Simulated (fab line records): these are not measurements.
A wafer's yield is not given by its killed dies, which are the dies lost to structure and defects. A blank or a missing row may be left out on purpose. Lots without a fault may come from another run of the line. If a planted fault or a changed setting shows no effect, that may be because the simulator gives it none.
A lot that was struck, set against a sound lot -- flow n5Finfet -- 14 out of 1938 route steps
Sound: wafers L530.3, L530.5, L530.6. Struck: wafers L533.1, L533.3, L533.5. The cause comes at the end.
Per side, at each step with rows, come the tool, then ch with its chambers, and then its first start. Under that, the readings that differ: sound wafers -- struck wafers -- difference of the means -- sigmas: that difference in standard deviations of wafers without a fault.
alike: a reading whose means differ by less than 2 such deviations, as well as words and numbers matching on both sides. not compared: withheld readings; readings where some wafer has no value; bounds like >300 that might hide an equal value; numbers whose values overlap and for which the record gives no deviation.
A row with sigmas, a row that says differs or no value, or rows on one side alone: a step with any of these is where the two part. Numbers that don't overlap but have no deviation are shown without sigmas and don't part them. Lack of a reading on every wafer of one side parts them only where that side has two or more wafers.

first, 1 step without rows for these wafers: N5_BEOL_M6_DEVELOP_27 (develop time 30 s).
N5_BEOL_M6_CD_MEAS_28: target cd 40 nm.
  sound on cdSem-03 ch 0, day 9 12:59; struck on cdSem-03 ch 0, day 10 09:10
  alike: cdNm
N5_BEOL_M6_OVL_MEAS_29:
  sound on overlay-02 ch 0, day 9 13:02; struck on overlay-01 ch 0, day 10 09:12
reading,sound,struck,difference,sigmas
V5_OVL (nm),0.4 1.3 1.1,-1.4 -1.0 -0.3,-1.8,-2
N5_BEOL_M6_INSPECT_30: inspects for defects (brightfield).
  struck on defectInspect-01, day 10 09:16; sound on defectInspect-02, day 9 13:05
  alike: rawDefectCount
N5_BEOL_M6_DESCUM_33: chemistry O2, time 7 s.
  sound on rieDiel-03 ch 0,1,3, day 9 13:16; struck on rieDiel-03 ch 0,1,2, day 10 09:35
  alike: biasPowerW, chamberPressureMTorr, drypumpMotorCurrentA, oesProductAu, rfVppV, showerheadPlenumPTorr, throttleValvePct
  not compared: rfHoursCounterH
N5_BEOL_M6_ETCH_72: etches underlayer in N2/H2, target depth 6.5 nm, time 5.2 s.
  sound on rieDiel-03 ch 0,1,3, day 9 13:18; struck on rieDiel-03 ch 0,1,2, day 10 09:37
  alike: biasW, chamberPressureMTorr, drypumpMotorCurrentA, etchRfOnTimeS, oesProductAu, rfVppV, showerheadPlenumPTorr, throttleValvePct
  not compared: rfHoursCounterH
N5_BEOL_M6_ETCH_65: etches SiARC in CF4, target depth 15.6 nm, time 26 s.
  sound on rieDiel-03 ch 0,1,3, day 9 13:19; struck on rieDiel-03 ch 0,1,2, day 10 09:38
  alike: biasW, chamberPressureMTorr, drypumpMotorCurrentA, etchRfOnTimeS, oesProductAu, rfVppV, showerheadPlenumPTorr, throttleValvePct
  not compared: rfHoursCounterH
N5_BEOL_M6_ETCH_66: etches SOC in N2/H2, target depth 80 nm, overetch 16 nm, time 120 s.
  sound on rieDiel-03 ch 0,1,3, day 9 13:21; struck on rieDiel-03 ch 0,1,2, day 10 09:40
  alike: biasW, chamberPressureMTorr, drypumpMotorCurrentA, oesProductAu, rfVppV, showerheadPlenumPTorr, throttleValvePct
  not compared: rfHoursCounterH
then, 4 steps without rows for these wafers: N5_BEOL_M6_STRIP_69 (strips in N2/H2); N5_BEOL_M6_STRIP_73 (strips in N2/H2); N5_BEOL_M6_VIA_ETCH_34 (etches SiCOH lowk in C4F6/O2, target depth 126.3 nm, time 50.9 s); N5_BEOL_M6_STRIP_76 (strips in C4F6/O2).
N5_BEOL_M6_STRIP_36: strips in N2/H2.
  sound on rieDiel-03 ch 0,1,3, day 9 13:30; struck on rieDiel-03 ch 0,1,2, day 10 09:49
reading,sound,struck,difference,sigmas
h2FlowSccm (sccm),199.6 199.2 200.1,220.3 220.9 220.6,+21.0,+33
throttleValvePct (%),23.5 23.8 23.7,25.0 25.0 25.2,+1.4,+5
  alike: biasPowerW, chamberPressureMTorr, drypumpMotorCurrentA, oesProductAu, rfVppV, showerheadPlenumPTorr
  not compared: rfHoursCounterH
N5_BEOL_M6_TRENCH_ETCH_37: etches SiCOH lowk in C4F6/O2, target depth 94.435 nm, time 31.5 s.
  sound on rieDiel-03 ch 0,1,3; struck on rieDiel-03 ch 0,1,2
  alike: biasW, chamberPressureMTorr, drypumpMotorCurrentA, oesProductAu, rfVppV, showerheadPlenumPTorr, throttleValvePct
  not compared: rfHoursCounterH

## WHERE THEY PART
Earliest at N5_BEOL_M6_OVL_MEAS_29; latest, in this record, at N5_BEOL_M6_STRIP_36. Later steps at which nothing parts them and some readings are alike: N5_BEOL_M6_TRENCH_ETCH_37.

WHY: what had been put in by the simulator
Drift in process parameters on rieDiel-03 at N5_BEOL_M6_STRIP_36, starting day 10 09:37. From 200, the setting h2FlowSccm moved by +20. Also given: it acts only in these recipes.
